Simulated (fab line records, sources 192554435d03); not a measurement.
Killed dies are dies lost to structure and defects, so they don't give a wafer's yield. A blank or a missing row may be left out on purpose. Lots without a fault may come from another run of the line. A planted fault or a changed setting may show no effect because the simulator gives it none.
fab line records | flow n5_finfet
record lots=7 wafers=39
route steps=1938 shown WELL_APT@32 DUMMY_GATE@237 HKMG_FIN@402 MOL_CONTACT_COAG@559 BEOL_M4@1111
start_h: hours from the record's first day to the start of the lot's first wafer shown | wait_h: hours since the lot's step before | " the same as in the row above | L1.1+2: a row that stands for several wafers | - no value, or no start given | * or withheld: withheld | < > ~ a bound
route shown NAME@n: a module of which the file shows steps, and the number in the route of the first | usual: mean/standard deviation of fault-free wafers | same: alike in all rows | chamber/n: place in a boat | sites: the reading at each site | _std_site: their standard deviation | _edge_site: outer sites' mean less inner sites' | radius_mm: how far each site lies from the wafer's centre | mask NAME#n: copy n | behind: the tool/chamber that last shaped the wafer | hold: why the lot was held/for how many hours/how that ended | device: the transistor (n, p or np) that didn't switch | end of line: the same wafers' tests at the end of the route | a step without rows: its recipe alone | killed: dies lost to structure and defects at the first sort, not the wafer's yield | map: a wafer's dies, x killed, . not, _ none there
set.NAME: the setting as run; set.NAME@STEP: as run at that earlier step | model.NAME: the simulator's own value behind a step, which no gauge read
lots whose settings were changed on purpose; a table a step, a row a wafer
## steps
# step N5_WELL_APT_IMPLANT_14
# recipe species=P energy_kev=160 dose_cm2=1.5e+13 tilt_deg=0 rotation_deg=0
# step N5_DUMMY_GATE_ETCH_37
# recipe chemistry=N2/H2 target=SOC target_depth_a=600 overetch_a=300 temp_c=40 ion_energy_ev=200 pressure_mtorr=30 source_w=840 bias_w=150 n2_flow_sccm=200 h2_flow_sccm=200
# step N5_DUMMY_GATE_ETCH_42
# recipe chemistry=CHF3/O2 target=SiO2 target_depth_a=35 time_s=31 ion_energy_ev=30 bias_w=12 pressure_mtorr=30 source_w=600 Ar_flow_sccm=200 CHF3_flow_sccm=50 O2_flow_sccm=5
# step N5_HKMG_FIN_ETCH_54
# recipe chemistry=CF4 target=SiARC target_depth_a=455 mask_material=CAR-ArF time_s=75.8 ion_energy_ev=80 pressure_mtorr=40 source_w=545 bias_w=36 Ar_flow_sccm=100 cf4_flow_sccm=100 ends=cleared
# step N5_MOL_CONTACT_COAG_ALD_27
# recipe material=SiOC target_thk_a=170 temp_c=400 ald_precursor_family=carbosiloxane ald_co_reactant=H2-plasma pulse_time_s=1.5 time_s=2720 purge_time_s=2 co_reactant_purge_time_s=2 ald_cycles=340 pressure_torr=2
# step N5_MOL_CONTACT_COAG_ALD_131
# recipe material=SiO2 target_thk_a=50 temp_c=100 ald_precursor_family=BDEAS ald_co_reactant=O2-plasma pulse_time_s=1 co_reactant_pulse_time_s=1 purge_time_s=2 co_reactant_purge_time_s=2 ald_cycles=35 pressure_torr=2
# step N5_MOL_CONTACT_COAG_ETCHBACK_135
# recipe chemistry=CHF3 target=SiO2 target_depth_a=250 time_s=16.7 ion_energy_ev=200 pressure_mtorr=30 source_w=610 bias_w=170 Ar_flow_sccm=200 CHF3_flow_sccm=50
# step N5_BEOL_M4_RC_MEAS_101
# usual RS_NWELL=1037/6.2
# columns lot.wafer tool chamber start_h wait_h set.energy_kev@WELL_APT_IMPLANT_14 set.source_w@DUMMY_GATE_ETCH_37 set.bias_w@DUMMY_GATE_ETCH_42 set.cf4_flow_sccm@HKMG_FIN_ETCH_54 set.time_s@MOL_CONTACT_COAG_ALD_27 set.ald_cycles@MOL_CONTACT_COAG_ALD_131 set.target_depth_a@MOL_CONTACT_COAG_ETCHBACK_135 RS_NWELL[ohm/sq]
L076.1 prober-02 0 192.03 0.0 160 840 12 84.14 3011 38 250 1037
L076.2 " 0 " " 160 767.2 12.69 100 2720 35 250 1039
L076.3 " 0 " " 146.6 840 12 100 2720 38 274.8 1096
L076.4 " 0 " " 146.6 767.2 12 84.14 3011 35 274.8 1089
L076.5 " 0 " " 146.6 840 12.69 100 3011 35 274.8 1092
L076.6 " 0 " " 160 767.2 12.69 84.14 2720 38 250 1044
L083.1 prober-01 0 240.44 0.0 141.1 980.3 13.96 100 2720 35 250 1113
L083.2 " 0 " " 160 980.3 12 121 2380 35 269.6 1034
L083.3 " 0 " " 160 840 13.96 121 2720 35 269.6 1038
L083.4 " 0 " " 141.1 840 12 121 2380 35 250 1118
L083.5 " 0 " " 141.1 980.3 12 100 2720 35 269.6 1117
L083.6 " 0 " " 160 840 13.96 100 2380 35 250 1024
L084.1 prober-02 0 241.10 0.0 179.1 978.4 10.64 100 2720 35 259.9 988
L084.2 " 0 " " 160 840 12 100 2720 35 250 1039
L084.3 " 0 " " 160 840 10.64 79.69 2720 35 250 1036
L084.4 " 0 " " 179.1 840 12 79.69 2720 38 259.9 974
L084.5 " 0 " " 179.1 978.4 10.64 79.69 2720 38 259.9 979
L084.6 " 0 " " 160 978.4 12 100 2720 38 250 1034
L085.1 prober-01 0 250.96 0.0 160 840 12 100 2720 35 250 1036
L085.3 " 0 " " 160 840 12 100 2720 35 250 1049
L085.4 " 0 " " 160 840 12 100 2720 35 250 1042
L087.1 prober-02 0 262.54 0.0 160 886.5 12 120.8 3306 35 275.9 1030
L087.2 " 0 " " 169.9 886.5 11.41 120.8 2720 31 250 996
L087.3 " 0 " " 160 840 12 100 2720 31 275.9 1032
L087.4 " 0 " " 169.9 840 12 120.8 2720 35 250 994
L087.5 " 0 " " 169.9 886.5 11.41 100 3306 35 250 997
L087.6 " 0 " " 160 840 11.41 100 3306 31 275.9 1040
L089.1 prober-02 0 276.42 0.0 171.1 840 12 77.96 3154 38 250 996
L089.2 " 0 " " 171.1 1001 12 100 3154 35 237.3 995
L089.3 " 0 " " 160 840 12 77.96 3154 35 237.3 1038
L089.4 " 0 " " 160 1001 12 77.96 2720 38 250 1036
L089.5 " 0 " " 171.1 1001 12 100 2720 35 250 993
L089.6 " 0 " " 160 840 12 100 2720 38 237.3 1042
L097.1 prober-01 0 310.90 0.0 152.3 840 12 100 2374 35 263 1082
L097.2 " 0 " " 160 840 12 112.7 2374 37 250 1048
L097.3 " 0 " " 160 840 9.745 100 2720 37 250 1041
L097.4 " 0 " " 152.3 840 12 100 2720 37 263 1076
L097.5 " 0 " " 152.3 840 9.745 112.7 2720 35 250 1060
L097.6 " 0 " " 160 840 9.745 112.7 2374 35 263 1029
## key
split step=N5_WELL_APT_IMPLANT_14 setting=energy_kev stated_as=160
response step=N5_BEOL_M4_RC_MEAS_101 reading=RS_NWELL slope=-6.05 per=1% together_with=all explained=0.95
split step=N5_DUMMY_GATE_ETCH_37 setting=source_w stated_as=840
response none clear
split step=N5_DUMMY_GATE_ETCH_42 setting=bias_w stated_as=12
response none clear
split step=N5_HKMG_FIN_ETCH_54 setting=cf4_flow_sccm stated_as=100
response none clear
split step=N5_MOL_CONTACT_COAG_ALD_27 setting=time_s stated_as=2720
response none clear
split step=N5_MOL_CONTACT_COAG_ALD_131 setting=ald_cycles stated_as=35
response none clear
split step=N5_MOL_CONTACT_COAG_ETCHBACK_135 setting=target_depth_a stated_as=250
response none clear
